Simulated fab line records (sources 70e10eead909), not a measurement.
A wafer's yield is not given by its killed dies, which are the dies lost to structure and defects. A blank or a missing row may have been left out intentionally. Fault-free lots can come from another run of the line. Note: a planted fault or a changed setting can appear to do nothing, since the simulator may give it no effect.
A struck lot beside a sound one || flow nand_harc || 15 steps out of a route of 1302
Sound: these wafers, L887.1, L887.4, L887.6. Struck: wafer L893.5; the same lot's L893.1 was not struck, so it is left out; see the end for the cause.
Each step with rows lists, per side, the tool, then ch with its chambers, then its first start. Under that, the readings that differ: sound wafers || struck wafers || difference of the means || sigmas: that difference in standard deviations of wafers without a fault.
alike: same words and numbers on both sides, and readings whose means sit less than 2 such deviations apart. not compared: any withheld reading, any reading some wafer has no value for, any bound like >300 that may hide the same value, and any number with overlapping values for which the record gives no deviation.
The two part at a step that has a row with sigmas, a row that says differs or no value, or rows on one side only. Numbers that have no deviation but don't overlap get no sigmas and don't part them. A reading that every wafer of one side lacks parts them only if that side has two wafers or more.

first, 5 steps without rows for these wafers: NHARC_A_CONTACT_SOFTBAKE_03 (time 55 s); NHARC_A_CONTACT_EBR_04; NHARC_A_CONTACT_EXPOSE_05 (exposes mask A CC); NHARC_A_CONTACT_PEB_06 (peb time 65 s); NHARC_A_CONTACT_DEVELOP_07 (develop time 35 s).
NHARC_A_CONTACT_CD_MEAS_08 targets a cd of 200 nm.
  sound on cd_sem-03 ch 0, day 22 08:41; struck on cd_sem-03 ch 0, day 25 18:51
  alike: cd_nm
NHARC_A_CONTACT_OVL_MEAS_09:
  sound: overlay-01 at day 22 08:46; struck: overlay-01 at day 25 18:56
{"reading": "overlay_x_nm (nm)", "sound": "1.9 0.7 0.7", "struck": -0.8, "difference": -1.9, "sigmas": -2}
  alike: overlay_y_nm
NHARC_A_CONTACT_INSPECT_10:
  sound: defect_inspect-02 at day 22 08:48; struck: defect_inspect-02 at day 25 18:58
  alike: raw_defect_count
NHARC_A_CONTACT_DESCUM_13: chemistry O2, time 3 s.
  sound on rie_diel-13 ch 1,3, day 22 08:52; struck on rie_diel-13 ch 2, day 25 19:03
  alike: drypump_motor_current_A, oes_product_au, rf_vpp_V, showerhead_plenum_p_Torr, throttle_valve_pct
  not compared: rf_hours_counter_h
NHARC_A_CONTACT_ETCH_88: etches the open film in CF4, target depth 39 nm, time 65 s.
  sound on rie_diel-13 ch 0,2,3, day 22 09:01; struck on rie_diel-13 ch 3, day 25 19:07
  alike: cf4_flow_sccm, drypump_motor_current_A, oes_product_au, rf_fwd_power_W, rf_vpp_V, run_length_s, showerhead_plenum_p_Torr, throttle_valve_pct
  not compared: rf_hours_counter_h
NHARC_A_CONTACT_ETCH_89: etches the open film in N2/H2, target depth 260 nm, time 475.3 s.
  sound on rie_diel-13 ch 0,1,2; struck on rie_diel-13 ch 3
  alike: drypump_motor_current_A, oes_product_au, rf_fwd_power_W, rf_vpp_V, run_length_s, showerhead_plenum_p_Torr, throttle_valve_pct
  not compared: rf_hours_counter_h
NHARC_A_CONTACT_ETCH_30: etches the open film in CF4/CHF3, target depth 72.6 nm, time 36.3 s.
  sound on rie_diel-13 ch 0,1,3; struck on rie_diel-13 ch 1
  alike: cf4_flow_sccm, chf3_flow_sccm, drypump_motor_current_A, oes_product_au, rf_fwd_power_W, rf_vpp_V, run_length_s, showerhead_plenum_p_Torr, throttle_valve_pct
  not compared: rf_hours_counter_h
NHARC_A_CONTACT_ETCH_31: etches the open film in O2/COS, target depth 2800 nm, time 728 s.
  sound on rie_diel-13 ch 1,2, day 22 09:35; struck on rie_diel-13 ch 2, day 25 19:41
{"reading": "run_length_s (s)", "sound": "748.7 749.0 749.5", "struck": 544.6, "difference": -204.5, "sigmas": "-99 or more"}
{"reading": "throttle_valve_pct (%)", "sound": "28.360 28.333 28.322", "struck": 28.312, "difference": -0.026, "sigmas": -3}
  alike: drypump_motor_current_A, oes_product_au, rf_vpp_V, showerhead_plenum_p_Torr
  not compared: rf_fwd_power_W, rf_hours_counter_h
NHARC_A_CONTACT_ETCH_134: etches the open film in C4F8/O2/Ar, time 140 s, target depth 700 nm.
  sound on har_cap_etch-03 ch 0, day 22 10:05; struck on har_cap_etch-03 ch 0, day 25 20:09
  alike: run_length_s
  not compared: rf_hours_counter_h
-- record jumps: 2 days between struck wafers' starts before vs after; left off in module A_CONTACT, resumes in module END, first step shown is number 1302 of the route --
NHARC_END_SORT_01:
  at this point the record logs the struck wafers (prober-01 ch 0, day 28 00:48) and has no rows for the sound ones

## WHERE THEY PART
Last at NHARC_END_SORT_01 as far as this record goes, first at NHARC_A_CONTACT_OVL_MEAS_09.

WHY: whatever the simulator had introduced
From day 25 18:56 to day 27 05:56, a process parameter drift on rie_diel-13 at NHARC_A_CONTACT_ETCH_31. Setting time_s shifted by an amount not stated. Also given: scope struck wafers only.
